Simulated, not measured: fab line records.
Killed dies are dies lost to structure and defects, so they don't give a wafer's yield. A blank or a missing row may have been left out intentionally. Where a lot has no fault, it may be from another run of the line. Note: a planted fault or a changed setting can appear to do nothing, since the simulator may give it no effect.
fab line records	flow n5Finfet
record: lots: 4	wafers: 11	lastDay: 17
route steps=1938 shown PMOS_HMC_CHANNEL_EPI@84 FIN_SAQP@90 STI_FIN_REVEAL@196 BEOL_M4@1111 PASSIVATION@1936
lots that met no fault: taken from a fault-free run of the same line
startH: start of the lot's first displayed wafer, in hours after the record's first day	waitH: how many hours have passed since the lot's step before this one	" same as the row above	L1.1+2: several wafers, shown together as one row	- no value present, or no start provided	* or withheld: withheld	< > ~ a bound
route shown NAME@n: NAME is a module with steps in the file, n the number in the route of the first one	usual: average and standard deviation across the fault-free wafers	same: alike in all rows	chamber/n: place in a boat	sites: the reading at each site	_std_site: standard deviation across them	_edge_site: mean of outer sites minus mean of inner sites	radiusMm: for every site, how far away it sits from the centre of the wafer	mask NAME#n: copy n	behind: the last tool/chamber to shape the wafer	hold: the reason the lot was held/the length of the hold in hours/how it ended	device: transistor that didn't switch, given as n, p or np	end of line: the route-end tests of the same wafers	where a step has no rows: the recipe by itself	killed: the dies lost at the first sort to structure and to defects; this is not the yield of the wafer	map: the dies of a wafer, with x for killed, . for not killed, _ for no die there
set.NAME: the setting the step ran with; set.NAME@STEP: the setting that earlier step ran with	model.NAME: the simulator's own value behind a step, which no gauge read
certain route steps with their lots: each step a table, each wafer a row
services: the hour from which a tool's chamber was out of use, counted from the record's first day as startH (under 0 if before that day), plus the number of hours and why
== steps ==
step: N5_PMOS_HMC_CHANNEL_EPI_PRECLEAN_37
recipe: chemistry: O3/DIW	timeS: 45	tempC: 22	o3Ppm: 10
step: N5_PMOS_HMC_CHANNEL_EPI_PRECLEAN_24
recipe: chemistry: DHF	timeS: 30	tempC: 25	dilution: withheld
step: N5_PMOS_HMC_CHANNEL_EPI_SRD_25
recipe: dry: ipaMarangoni	doPpb: 5	timeS: 30	tempC: 23	rinseLiquid: diw
step: N5_PMOS_HMC_CHANNEL_EPI_EPI_26
recipe: material: Si	targetThkA: 38	tempC: 650	precursor: SiH4/H2	pressureTorr: 20	timeS: 22.7
step: N5_FIN_SAQP_PRECLEAN_42
recipe: chemistry: O3/DIW	timeS: 60	tempC: 22	o3Ppm: 10
step: N5_FIN_SAQP_PRECLEAN_00
recipe: chemistry: SC1	timeS: 60	tempC: 55	mix: 1:2:50
step: N5_FIN_SAQP_PRECLEAN_44
recipe: chemistry: SC2	timeS: 45	tempC: 35	mix: 1:1:50
step: N5_FIN_SAQP_SRD_01
recipe: dry: ipaMarangoni	timeS: 30	tempC: 23	rinseLiquid: diw
step: N5_FIN_SAQP_ALD_61
recipe: material: SiO2	targetThkA: 40	tempC: 300	aldPrecursorFamily: BDEAS	aldCoReactant: O2-plasma	pulseTimeS: 1	purgeTimeS: 2	coReactantPurgeTimeS: 2	aldCycles: 43	pressureTorr: 2
step: N5_FIN_SAQP_DENSIFY_62
recipe: tempC: 700	timeS: 60	ambient: N2	idleTempC: 600	rampUpCPerS: 150	rampDownCPerS: 60	coolToC: 600
step: N5_FIN_SAQP_HM_DEP_03
recipe: material: SiNx	targetThkA: 380	tempC: 400	precursor: SiH4/NH3/N2	pressureTorr: 1.5	rfW: 300	timeS: 33.6
usual: heaterPowerW: 759/68	showerheadPlenumPTorr: 5.12/0.06	throttleValvePct: 39.2/1.3
lot.wafer	tool	chamber	startH	waitH	heaterPowerW	showerheadPlenumPTorr	throttleValvePct	model.SiNx_of_FIN_SAQP_HM_DEP_03.thkNm
L694.4	pecvd-03	1	38.73	0.1	774	5.07	38.8	38.59
L694.5	"	0	"	"	821	5.09	39.8	37.6
L711.1	pecvd-03	0	142.20	0.2	805	5.08	39.5	37.26
L711.4	"	1	"	"	767	5.09	38.8	44.36
L711.6	"	2	"	"	774	5.10	38.6	37.19
L712.2	pecvd-03	0	147.80	0.2	782	5.10	39.7	37.61
L712.4	"	0	"	"	790	5.08	39.8	43.59
L712.5	"	1	"	"	804	5.08	38.4	45.01
L713.1	pecvd-01	2	154.21	0.2	799	5.19	40.2	36.69
L713.4	"	0	"	"	613	5.22	37.5	37.34
L713.5	"	2	"	"	788	5.18	40.4	38.17
step: N5_FIN_SAQP_THK_MEAS_05
usual: thkNm: 37.9/0.64
lot.wafer	tool	chamber	startH	waitH	thkNm
L694.4	filmMetro-02	-	38.79	0.0	38.6
L694.5	"	-	"	"	37.6
L711.1	filmMetro-01	-	142.29	0.1	37.2
L711.4	"	-	"	"	44.4
L711.6	"	-	"	"	37.1
L712.2	filmMetro-01	-	147.89	0.1	37.6
L712.4	"	-	"	"	43.6
L712.5	"	-	"	"	45.0
L713.1	filmMetro-01	-	154.33	0.1	36.7
L713.4	"	-	"	"	37.3
L713.5	"	-	"	"	38.2
step: N5_FIN_SAQP_PECVD_47
recipe: material: a-Si	targetThkA: 450	tempC: 400	precursor: SiH4/He	pressureTorr: 3	rfW: 100	timeS: 36.3
step: N5_FIN_SAQP_PECVD_48
recipe: material: SiNx	targetThkA: 250	tempC: 400	precursor: SiH4/NH3/N2	pressureTorr: 1.5	rfW: 300	timeS: 22.1
step: N5_FIN_SAQP_PECVD_06
recipe: material: a-Si	targetThkA: 600	tempC: 400	precursor: SiH4/He	pressureTorr: 3	rfW: 100	timeS: 48.1
step: N5_FIN_SAQP_HM_DEP_72
recipe: material: SiO2	targetThkA: 120	tempC: 400	precursor: SiH4/N2O	pressureTorr: 0.75	rfW: 275	timeS: 7.2
step: N5_FIN_SAQP_COAT_49
recipe: resist: SOC	tempC: 250	timeS: 60	spinRpm: 1500	resistThkNm: 100
step: N5_FIN_SAQP_COAT_50
recipe: resist: SiARC	tempC: 220	timeS: 60	spinRpm: 1500	resistThkNm: 35
step: N5_FIN_SAQP_COAT_10
recipe: resist: CAR-ArF	spinRpm: 1500	resistThkNm: 90
step: N5_FIN_SAQP_EBR_12
recipe: solvent: PGMEA	ebrWidthMm: 1.5
step: N5_FIN_SAQP_SOFTBAKE_11
recipe: tempC: 110	timeS: 60	resist: CAR-ArF
step: N5_FIN_SAQP_EXPOSE_13
recipe: maskId: FIN_CORE	na: 1.35	sourceShape: dipole	sigmaInner: 0.538	sigmaOuter: 0.738	polarization: te	targetCdNm: 35.6	doseMj: 63.25
step: N5_FIN_SAQP_PEB_14
recipe: pebTempC: withheld	pebTimeS: 60	resist: CAR-ArF
step: N5_FIN_SAQP_DEVELOP_15
recipe: developTimeS: 30	developer: TMAH	resist: CAR-ArF	devTempC: 23	rinseLiquid: diw	dry: airSpin
step: N5_FIN_SAQP_DESCUM_21
recipe: chemistry: O2	timeS: 7.9	sourcePowerW: 50	biasPowerW: 20	pressureMtorr: 20	rfFrequencyHz: 2.712e+07	tempC: 40	resist: CAR-ArF	o2FlowSccm: 225
step: N5_FIN_SAQP_ETCH_51
recipe: chemistry: CF4	target: SiARC	targetDepthA: 455	maskMaterial: CAR-ArF	timeS: 75.8	ionEnergyEv: 80	pressureMtorr: 40	sourceW: 545	biasW: 36	Ar_flow_sccm: 100	cf4FlowSccm: 100	ends: cleared
step: N5_FIN_SAQP_ETCH_52
recipe: chemistry: N2/H2	target: SOC	targetDepthA: 1000	overetchA: 200	maskMaterial: SiARC	tempC: 40	timeS: 150	ionEnergyEv: 200	pressureMtorr: 30	sourceW: 840	biasW: 150	n2FlowSccm: 200	h2FlowSccm: 200	ends: endPoint
step: N5_FIN_SAQP_STRIP_53
recipe: chemistry: N2/H2	tempC: 40	n2FlowSccm: 200	h2FlowSccm: 200	rfFrequencyHz: 6e+07
step: N5_FIN_SAQP_HM_OPEN_73
recipe: chemistry: CHF3/O2	target: SiO2	stopOn: a-Si	targetDepthA: 120	overEtchFrac: 1.8	maskMaterial: SOC	timeS: 16.8	pressureMtorr: 30	sourceW: 650	biasW: 170	Ar_flow_sccm: 200	CHF3_flow_sccm: 50	O2_flow_sccm: 5	ionEnergyEv: 200	ends: endPoint
step: N5_FIN_SAQP_STRIP_74
recipe: chemistry: CHF3/O2	resist: SiARC	rfFrequencyHz: 6e+07
step: N5_FIN_SAQP_MANDREL_ETCH_22
recipe: targetDepthA: 600	chemistry: HBr/Cl2	target: a-Si	stopOn: SiNx	btTimeS: 10	overEtchFrac: 0.5	timeS: 30	pressureMtorr: 10	icpW: 800	biasW: 75	HBr_flow_sccm: 150	Cl2_flow_sccm: 80	ends: endPoint
step: N5_FIN_SAQP_STRIP_55
recipe: chemistry: N2/H2	powerW: 500	tempC: 40	pressureMtorr: 50	rfFrequencyHz: 6e+07	overashFraction: 0.3	biasPowerW: 28	h2Frac: 0.5	n2FlowSccm: 300	h2FlowSccm: 300
step: N5_FIN_SAQP_STRIP_23
recipe: chemistry: SPM	timeS: 750	tempC: 130	h2so4H2o2VolRatio: 4
step: N5_FIN_SAQP_SRD_66
recipe: dry: ipaMarangoni	timeS: 30	tempC: 23	rinseLiquid: diw
step: N5_FIN_SAQP_RECESS_75
recipe: chemistry: HF/NH3	target: SiO2	targetDepthA: 144	afsCycles: 3	tempC: 30	sublimationTempC: 180	sublimationTimeS: 60
step: N5_FIN_SAQP_SPACER1_ALD_24
recipe: material: SiO2	targetThkA: 203	tempC: 300	aldPrecursorFamily: BDEAS	aldCoReactant: O2-plasma	pulseTimeS: 1	purgeTimeS: 2	coReactantPurgeTimeS: 2	aldCycles: 218	pressureTorr: 2
step: N5_FIN_SAQP_HM_OPEN_33
recipe: chemistry: CH3F/O2	target: SiNx	maskMaterial: SiO2	targetDepthA: 494	timeS: 70.6	pressureMtorr: 30	sourceW: 395	biasW: 73	Ar_flow_sccm: 150	CH3F_flow_sccm: 30	O2_flow_sccm: 20	ionEnergyEv: 120	ends: cleared
usual: drypumpMotorCurrentA: 5.7/0.46	etchRfOnTimeS: 69.2/2.1	oesProductAu: 0.65/0.059	rfVppV: 297/14	showerheadPlenumPTorr: 2.04/0.065	throttleValvePct: 16.37/0.23
lot.wafer	tool	chamber	startH	waitH	drypumpMotorCurrentA	etchRfOnTimeS	oesProductAu	rfHoursCounterH	rfVppV	showerheadPlenumPTorr	throttleValvePct	model.etch.depthNm
L694.4	rieDiel-05	3	45.34	0.0	5.6	73.1	0.59	218	275	1.88	16.37	37.95
L694.5	"	1	"	"	5.2	67.7	0.64	-	306	2.07	16.55	36.98
L711.1	rieDiel-05	0	147.72	0.3	6.1	67.3	0.64	183	305	2.07	16.17	36.35
L711.4	"	2	"	"	6.3	80.3	0.71	88	276	2.12	16.31	43.73
L711.6	"	1	"	"	5.2	67.8	0.61	-	306	2.06	16.63	36.56
L712.2	rieDiel-05	3	153.08	0.1	5.6	69.1	0.82	2	279	2.11	15.96	36.99
L712.4	"	2	"	"	6.3	78.6	0.71	89	276	2.12	16.30	42.96
L712.5	"	1	"	"	5.2	81.9	0.61	-	305	2.06	16.64	44.37
L713.1	rieDiel-04	0	159.30	0.0	5.9	63.9	0.84	4	287	1.97	16.01	35.71
L713.4	"	2	"	"	4.8	69.1	0.59	-	305	2.05	16.70	36.71
L713.5	"	1	"	"	5.1	71.5	0.59	-	289	2.06	16.73	37.19
step: N5_STI_FIN_REVEAL_RECESS_09
recipe: chemistry: HF/NH3	target: SiO2	afsCycles: 11	targetDepthA: 425	tempC: 30	sublimationTempC: 180	sublimationTimeS: 60
usual: drypumpMotorCurrentA: 5.70/0.093
same: afsCycles: 11
lot.wafer	tool	chamber	startH	waitH	drypumpMotorCurrentA	model.SiNx_of_FIN_SAQP_HM_DEP_03.thkNm
L694.4	vaporEtch-01	1	55.75	0.6	5.70	19
L694.5	"	1	"	"	5.72	17.8
L711.1	vaporEtch-02	1	155.77	0.0	5.71	16.8
L711.4	"	1	"	"	5.70	24
L711.6	"	0	"	"	5.59	17
L712.2	vaporEtch-02	0	161.02	0.1	5.58	17.2
L712.4	"	1	"	"	5.70	23.6
L712.5	"	1	"	"	5.71	25
L713.1	vaporEtch-01	0	167.59	0.0	5.91	16
L713.4	"	0	"	"	5.84	17.4
L713.5	"	0	"	"	5.81	18
step: N5_BEOL_M4_RC_MEAS_101
usual: DIBL_N: 37.5/2	DIBL_P: 37.5/2.5	IOFF_N: 0.18/0.042	IOFF_P: 0.24/0.046	ION_N: 677/15	ION_P: 464/9.5	SS_N: 72.0/0.76	SS_P: 73.6/0.79	VT_N: 249/3.5	VT_P: -249/3.2
lot.wafer	tool	chamber	startH	waitH	DIBL_N[mV/V]	DIBL_P[mV/V]	IOFF_N[nA/um]	IOFF_P[nA/um]	ION_N[uA/um]	ION_P[uA/um]	SS_N[mV/dec]	SS_P[mV/dec]	VT_N[mV]	VT_P[mV]
L694.4	prober-01	0	181.62	0.5	36.7	37.3	0.16	0.19	664	450	72.0	73.3	253	-253
L694.5	"	0	"	"	36.8	36.0	0.19	0.18	656	448	73.0	73.4	250	-256
L711.1	prober-01	0	290.49	0.0	38.4	36.7	0.21	0.25	700	471	72.7	73.4	246	-247
L711.4	"	0	"	"	36.8	36.3	0.18	0.24	692	475	72.5	73.1	246	-247
L711.6	"	0	"	"	37.0	36.1	0.19	0.25	688	473	71.2	73.6	245	-247
L712.2	prober-02	0	294.64	0.2	35.6	33.7	0.15	0.18	655	448	71.5	73.1	252	-255
L712.4	"	0	"	"	38.9	38.2	0.20	0.24	676	457	72.3	74.4	248	-251
L712.5	"	0	"	"	37.1	35.9	0.18	0.21	681	459	72.1	73.5	247	-251
L713.1	prober-01	0	305.25	0.0	39.0	37.2	0.21	0.22	659	448	72.9	74.2	250	-253
L713.4	"	0	"	"	37.8	37.0	0.19	0.22	703	469	72.0	73.6	248	-250
L713.5	"	0	"	"	37.5	37.1	0.18	0.21	693	473	71.9	73.5	246	-253
step: N5_PASSIVATION_PROBE_49
usual: defectLimitedYield: 91.8/1.5	killed_at_M0_to_M3: 33/11	killed_at_M4_up: 13/5	killedAtContacts: 11/5.6	killedAtFrontEnd: 36/12	killedAtOther: 3.4/2.5	killedDies: 97/18	killedOpen: 64/13	killedShort: 31/6.9	sort_bin_5_function: 4.8/1	sort_bin_6_memory: 3.1/0.64	sort_bin_8_speed: 0.00/0.014	sortNPass: 1083/18	sortYieldPct: 91.8/1.5
same: grossDies: 1180	killedAtBackSide: 0	sort_bin_4_leakage[%]: 0
lot.wafer	tool	chamber	startH	waitH	defectLimitedYield[%]	killed_at_M0_to_M3	killed_at_M4_up	killedAtContacts	killedAtFrontEnd	killedAtOther	killedDies	killedOpen	killedShort	sort_bin_5_function[%]	sort_bin_6_memory[%]	sort_bin_8_speed[%]	sortNPass	sortYieldPct[%]
L694.4	prober-01	-	286.25	0.2	89.1	60	22	13	31	3	129	100	29	6.7	4.0	0	1051	89.1
L694.5	prober-01	-	286.30	0.2	93.2	18	14	16	28	4	80	55	25	4.2	2.1	0	1100	93.2
L713.1	prober-02	-	409.38	0.0	93.8	16	20	6	27	4	73	51	22	3.6	2.6	0	1107	93.8
L713.4	prober-02	-	409.53	0.2	91.9	34	16	10	33	2	95	68	27	4.2	3.6	0	1085	91.9
L713.5	prober-02	-	409.58	0.2	91.6	36	13	20	28	2	99	69	29	4.2	3.6	0	1081	91.6
killed by level:class
L694.4 BEOL_M0_SAQP:geometricParticle:open=20 BEOL_M4:geometricParticle:open=16 BEOL_M3:geometricParticle:open=14 FIN_SAQP:geometricParticle:open=13 BEOL_M0_SAQP:geometricParticle:short=12 MOL_CONTACT_COAG:geometricParticle:open=8 STI_FIN_REVEAL:geometricParticle:open=7 MOL_CONTACT_COAG:geometricParticle:short=5
L694.5 MOL_CONTACT_COAG:geometricParticle:open=11 FIN_SAQP:geometricParticle:open=8 BEOL_M3:geometricParticle:open=8 BEOL_M4:geometricParticle:open=8 MOL_CONTACT_COAG:geometricParticle:short=5 STARTING-WAFER:geometricParticle:short=5 GATE_CUT:geometricParticle:short=4 STI_FIN_REVEAL:geometricParticle:open=3
L713.1 BEOL_M4:geometricParticle:open=9 STI_FIN_REVEAL:geometricParticle:open=7 BEOL_M0_SAQP:geometricParticle:open=7 FIN_SAQP:geometricParticle:short=5 FIN_SAQP:geometricParticle:open=5 MOL_CONTACT_COAG:geometricParticle:open=4 BEOL_M3:geometricParticle:open=4 DUMMY_GATE:geometricParticle:open=3
L713.4 BEOL_M3:geometricParticle:open=18 BEOL_M4:geometricParticle:open=11 DUMMY_GATE:geometricParticle:open=7 MOL_CONTACT_COAG:geometricParticle:open=7 STI_FIN_REVEAL:geometricParticle:open=6 BEOL_M2:geometricParticle:open=5 FIN_SAQP:geometricParticle:short=4 BEOL_M0_SAQP:geometricParticle:short=4
L713.5 MOL_CONTACT_COAG:geometricParticle:open=16 BEOL_M0_SAQP:geometricParticle:open=10 BEOL_M0_SAQP:geometricParticle:short=9 STI_FIN_REVEAL:geometricParticle:open=7 DUMMY_GATE:geometricParticle:open=6 MOL_CONTACT_COAG:geometricParticle:short=4 BEOL_M2:geometricParticle:open=4 BEOL_M3:geometricParticle:open=4
== services ==
tool	chamber	startH	hours	kind
rieDiel-05	-	32.25	0.4	repair
pecvd-03	0	54.79	2.1	scheduledDown
rieDiel-04	0	55.45	12.6	repair
pecvd-01	2	67.70	5.5	scheduledDown
pecvd-01	2	87.41	2.1	scheduledDown
rieDiel-04	0	110.81	-	clean
rieDiel-04	0	110.81	-	consumableReplace:focusRing
rieDiel-04	0	110.81	37.8	scheduledDown
rieDiel-04	0	110.81	37.8	ventCycle
pecvd-03	-	122.85	0.5	repair
rieDiel-05	3	131.35	-	clean
rieDiel-05	3	131.35	-	consumableReplace:focusRing
rieDiel-05	3	131.35	-	consumableReplace:showerhead
rieDiel-05	3	131.35	13.3	scheduledDown
rieDiel-05	3	131.35	13.3	ventCycle
pecvd-01	0	132.88	2.1	scheduledDown
pecvd-03	2	133.50	2.1	scheduledDown
rieDiel-04	3	148.63	-	clean
rieDiel-04	3	148.63	-	consumableReplace:focusRing
rieDiel-04	3	148.63	22.8	scheduledDown
rieDiel-04	3	148.63	22.8	ventCycle
pecvd-01	1	150.37	12.9	repair
== key ==
firstSign: step: N5_FIN_SAQP_THK_MEAS_05	reading: thkNm	direction: up	sigmas: 10	usual: *	struck: *
effect: step: N5_FIN_SAQP_HM_OPEN_33	reading: etchRfOnTimeS	direction: up	sigmas: 5.2	usual: *	struck: *
modelEffect: step: N5_FIN_SAQP_HM_DEP_03	value: SiNx_of_FIN_SAQP_HM_DEP_03.thkNm	without: 38.63	struck: 44.32
modelEffect: step: N5_FIN_SAQP_HM_OPEN_33	value: etch.depthNm	without: 38	struck: 43.69
modelEffect: step: N5_STI_FIN_REVEAL_RECESS_09	value: SiNx_of_FIN_SAQP_HM_DEP_03.thkNm	without: 18.47	struck: 24.2
metAt N5_FIN_SAQP_HM_DEP_03
struckWafers L711.4,L712.4,L712.5
onsetBetween 38.73 142.20
fault: kind: processParameterDrift	tool: pecvd-03	chamber: -	onsetH: 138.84	steps: N5_FIN_SAQP_HM_DEP_03	channel: timeS	offset: *	shape: step	endH: 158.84	scope: struckWafersOnly	actsIn: *	stated: *
